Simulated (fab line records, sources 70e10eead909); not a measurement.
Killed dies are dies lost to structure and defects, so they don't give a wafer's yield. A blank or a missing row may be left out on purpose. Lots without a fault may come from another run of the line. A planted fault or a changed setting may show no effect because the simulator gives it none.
Which tool did it? | flow nand_harc | 11 lots, 33 wafers sampled, at 4 steps of a route of 1159

WHAT THE GAUGES READ, wafer by wafer
The record holds no reading of a measuring or inspecting step that can be judged against a usual standard deviation.

WHICH TOOL RAN EACH LOT (tool, then ch and the chambers of the sampled wafers, then the start)
lot  | NHARC_A_STAIRCASE_ETCH_199                    | NHARC_A_STAIRCASE_TRIM_220         | NHARC_A_STAIRCASE_TRIM_222     | NHARC_A_STAIRCASE_TRIM_226
L494 | rie_diel-11 ch 1,2, day 11 01:25 or earlier   | rie_diel-11 ch 0,1,3, day 11 01:25 | rie_diel-11 ch 0,2,3, no start | rie_diel-11 ch 0,2, no start
L499 | rie_diel-11 ch 0,2,3, day 11 19:38 or earlier | rie_diel-11 ch 2,3, day 11 19:38   | rie_diel-11 ch 0,1,3, no start | rie_diel-11 ch 1,2, no start
L498 | rie_diel-13 ch 0,1,3, day 11 20:07 or earlier | rie_diel-13 ch 0,1,3, day 11 20:07 | rie_diel-13 ch 1,3, no start   | rie_diel-13 ch 0,2,3, no start
L500 | rie_diel-11 ch 0,1,3, day 12 11:32 or earlier | rie_diel-11 ch 0,1,2, day 12 11:32 | rie_diel-11 ch 0,1,2, no start | rie_diel-11 ch 0,2,3, no start
L501 | rie_diel-07 ch 0,1, day 12 12:16 or earlier   | rie_diel-11 ch 0,1,2, day 12 12:16 | rie_diel-11 ch 0,1,3, no start | rie_diel-11 ch 0,1,3, no start
L503 | rie_diel-07 ch 0,2,3, day 13 18:22 or earlier | rie_diel-07 ch 0,2,3, day 13 18:22 | rie_diel-07 ch 1,2, no start   | rie_diel-07 ch 1,2,3, no start
L505 | rie_diel-07 ch 0,1,3, day 14 13:43 or earlier | rie_diel-07 ch 0,1,3, day 14 13:43 | rie_diel-07 ch 0,1,3, no start | rie_diel-07 ch 0,1,2, no start
L507 | rie_diel-13 ch 0,2,3, day 14 16:42 or earlier | rie_diel-13 ch 0,2,3, day 14 16:42 | rie_diel-13 ch 0,1,3, no start | rie_diel-13 ch 0,1,2, no start
L512 | rie_diel-13 ch 0,2,3, day 15 08:34 or earlier | rie_diel-13 ch 0,1,3, day 15 08:34 | rie_diel-13 ch 2,3, no start   | rie_diel-13 ch 0,1,3, no start
L516 | rie_diel-07 ch 0,1, day 16 09:58 or earlier   | rie_diel-07 ch 0,2, day 16 09:58   | rie_diel-07 ch 0,1, no start   | rie_diel-07 ch 0,2, no start
L517 | rie_diel-07 ch 0,2, day 16 20:16 or earlier   | rie_diel-07 ch 1,2,3, day 16 20:16 | rie_diel-07 ch 1,3, no start   | rie_diel-07 ch 0,1,2, no start
- NHARC_A_STAIRCASE_ETCH_199: etches the open film in C4F8/O2, target depth 100 nm, time 40.5 s.
- NHARC_A_STAIRCASE_TRIM_220: chemistry O2, time 211.2 s.
- NHARC_A_STAIRCASE_TRIM_222: chemistry O2, time 211.2 s.
- NHARC_A_STAIRCASE_TRIM_226: chemistry O2, time 211.2 s.

WHAT THE TOOLS THEMSELVES READ (means of the sampled wafers that have a number; where no wafer has one, the mark that the record gives instead)
NHARC_A_STAIRCASE_ETCH_199. Usual: oes_product_au 0.948 a.u., standard deviation 0.013; rf_fwd_power_W 591 W, standard deviation 3.3; rf_vpp_V 897 V, standard deviation 4.3.
lot  | tool        | oes_product_au (a.u.) | rf_fwd_power_W (W) | rf_vpp_V (V) | flag
L494 | rie_diel-11 | 0.946                 | 587                | 901          |
L499 | rie_diel-11 | 0.945                 | 589                | 895          |
L498 | rie_diel-13 | 0.941                 | 593                | 903          |
L500 | rie_diel-11 | 0.945                 | 590                | 895          |
L501 | rie_diel-07 | 0.956                 | 596                | 895          |
L503 | rie_diel-07 | 0.953                 | 591                | 896          |
L505 | rie_diel-07 | 0.941                 | 594                | 896          |
L507 | rie_diel-13 | 0.936                 | 594                | 903          |
L512 | rie_diel-13 | 0.947                 | 593                | 903          |
L516 | rie_diel-07 | 0.947                 | 594                | 895          |
L517 | rie_diel-07 | 0.966                 | 594                | 894          |

NHARC_A_STAIRCASE_TRIM_220. Usual: drypump_motor_current_A 5.9 A, standard deviation 0.34; oes_product_au 1.005 a.u., standard deviation 0.012; rf_vpp_V 57.9 V, standard deviation 0.91; run_length_s 232.5 s, standard deviation 0.47; showerhead_plenum_p_Torr 3.58 Torr, standard deviation 0.13; throttle_valve_pct 17.038 %, standard deviation 0.0096.
lot  | tool        | drypump_motor_current_A (A) | oes_product_au (a.u.) | rf_vpp_V (V) | run_length_s (s) | showerhead_plenum_p_Torr (Torr) | throttle_valve_pct (%) | flag
L494 | rie_diel-11 | 5.9                         | 1.005                 | 57.5         | 232.6            | 3.51                            | 17.042                 |
L499 | rie_diel-11 | 6.3                         | 0.999                 | 58.5         | 231.8            | 3.60                            | 17.040                 |
L498 | rie_diel-13 | 5.6                         | 0.996                 | 57.8         | 232.6            | 3.73                            | 17.036                 |
L500 | rie_diel-11 | 6.1                         | 1.015                 | 57.7         | 232.3            | 3.54                            | 17.043                 |
L501 | rie_diel-11 | 6.1                         | 1.011                 | 57.5         | 232.3            | 3.54                            | 17.036                 |
L503 | rie_diel-07 | 6.0                         | 1.004                 | 58.0         | 232.7            | 3.54                            | 17.035                 |
L505 | rie_diel-07 | 6.0                         | 0.991                 | 57.6         | 232.9            | 3.53                            | 17.034                 |
L507 | rie_diel-13 | 5.8                         | 1.006                 | 58.0         | 232.8            | 3.72                            | 17.045                 |
L512 | rie_diel-13 | 5.6                         | 0.997                 | 58.0         | 229.1            | 3.71                            | 17.037                 | OFF
L516 | rie_diel-07 | 6.2                         | 1.019                 | 58.2         | 232.6            | 3.49                            | 17.045                 |
L517 | rie_diel-07 | 5.9                         | 1.004                 | 58.4         | 232.7            | 3.54                            | 17.042                 |

NHARC_A_STAIRCASE_TRIM_222. Usual: drypump_motor_current_A 5.9 A, standard deviation 0.35; oes_product_au 1.006 a.u., standard deviation 0.013; rf_vpp_V 58.0 V, standard deviation 0.91; run_length_s 232.6 s, standard deviation 0.5; showerhead_plenum_p_Torr 3.58 Torr, standard deviation 0.14; throttle_valve_pct 17.037 %, standard deviation 0.0095.
lot  | tool        | drypump_motor_current_A (A) | oes_product_au (a.u.) | rf_vpp_V (V) | run_length_s (s) | showerhead_plenum_p_Torr (Torr) | throttle_valve_pct (%) | flag
L494 | rie_diel-11 | 5.9                         | 1.000                 | 57.5         | 232.3            | 3.50                            | 17.038                 |
L499 | rie_diel-11 | 5.9                         | 1.005                 | 57.8         | 232.5            | 3.50                            | 17.039                 |
L498 | rie_diel-13 | 5.7                         | 0.989                 | 58.5         | 232.4            | 3.70                            | 17.042                 |
L500 | rie_diel-11 | 6.1                         | 1.011                 | 57.8         | 232.5            | 3.54                            | 17.034                 |
L501 | rie_diel-11 | 5.9                         | 1.007                 | 57.5         | 232.5            | 3.50                            | 17.041                 |
L503 | rie_diel-07 | 6.0                         | 1.012                 | 57.8         | 232.5            | 3.54                            | 17.041                 |
L505 | rie_diel-07 | 6.1                         | 0.996                 | 57.3         | 232.8            | 3.53                            | 17.034                 |
L507 | rie_diel-13 | 5.6                         | 0.992                 | 58.4         | 232.6            | 3.72                            | 17.019                 |
L512 | rie_diel-13 | 5.7                         | 1.011                 | 58.4         | 232.7            | 3.69                            | 17.033                 |
L516 | rie_diel-07 | 6.3                         | 1.000                 | 57.6         | 232.6            | 3.49                            | 17.041                 |
L517 | rie_diel-07 | 5.9                         | 1.003                 | 58.5         | 232.9            | 3.56                            | 17.033                 |

NHARC_A_STAIRCASE_TRIM_226. Usual: drypump_motor_current_A 5.9 A, standard deviation 0.35; oes_product_au 1.005 a.u., standard deviation 0.013; rf_vpp_V 57.8 V, standard deviation 0.89; run_length_s 232.6 s, standard deviation 0.48; showerhead_plenum_p_Torr 3.58 Torr, standard deviation 0.13; throttle_valve_pct 17.036 %, standard deviation 0.009.
lot  | tool        | drypump_motor_current_A (A) | oes_product_au (a.u.) | rf_vpp_V (V) | run_length_s (s) | showerhead_plenum_p_Torr (Torr) | throttle_valve_pct (%) | flag
L494 | rie_diel-11 | 6.1                         | 1.005                 | 57.9         | 232.2            | 3.54                            | 17.032                 |
L499 | rie_diel-11 | 6.4                         | 1.017                 | 58.1         | 232.5            | 3.66                            | 17.040                 |
L498 | rie_diel-13 | 5.7                         | 1.002                 | 58.2         | 232.6            | 3.73                            | 17.026                 |
L500 | rie_diel-11 | 5.9                         | 1.008                 | 57.3         | 232.1            | 3.49                            | 17.036                 |
L501 | rie_diel-11 | 5.9                         | 1.010                 | 56.8         | 232.5            | 3.50                            | 17.040                 |
L503 | rie_diel-07 | 5.9                         | 1.003                 | 57.6         | 232.8            | 3.56                            | 17.034                 |
L505 | rie_diel-07 | 6.1                         | 1.000                 | 58.0         | 232.9            | 3.51                            | 17.037                 |
L507 | rie_diel-13 | 5.7                         | 1.001                 | 58.9         | 232.7            | 3.72                            | 17.029                 |
L512 | rie_diel-13 | 5.6                         | 0.992                 | 58.4         | 232.9            | 3.71                            | 17.032                 |
L516 | rie_diel-07 | 6.0                         | 1.016                 | 57.7         | 232.7            | 3.50                            | 17.040                 |
L517 | rie_diel-07 | 6.1                         | 1.011                 | 57.0         | 232.6            | 3.50                            | 17.034                 |

THE ANSWER, worked out from the rows above alone
Rule: a lot is off if the mean of its wafers that have a number lies more than 3 standard deviations from the usual mean. A lot without any number at a reading at which 4 lots or more have one is off too. The other lots that the step has rows for count as sound. The gauges are gone through in route order, then the tools' own readings, and for those a lot's mean is taken as printed above. The first step at which some lot is off is used, and at that step the reading that is off furthest; a lot without a number counts as furthest.
Off: L512, at NHARC_A_STAIRCASE_TRIM_220 (run_length_s).
A tool fits if, at that step or a process step before it, it ran every lot that is off, and no sound lot after the first of them. NHARC_A_STAIRCASE_ETCH_199 gives no start for some lots, so the hours and the order of its lots are those of NHARC_A_STAIRCASE_TRIM_220. One fits: rie_diel-13 at NHARC_A_STAIRCASE_ETCH_199 and NHARC_A_STAIRCASE_TRIM_220. At NHARC_A_STAIRCASE_ETCH_199 its last sound lot is L507 (day 14 16:42), its first lot that is off L512 (day 15 08:34): a fault that began between those two fits.

WHAT THE SIMULATOR HAD PUT IN
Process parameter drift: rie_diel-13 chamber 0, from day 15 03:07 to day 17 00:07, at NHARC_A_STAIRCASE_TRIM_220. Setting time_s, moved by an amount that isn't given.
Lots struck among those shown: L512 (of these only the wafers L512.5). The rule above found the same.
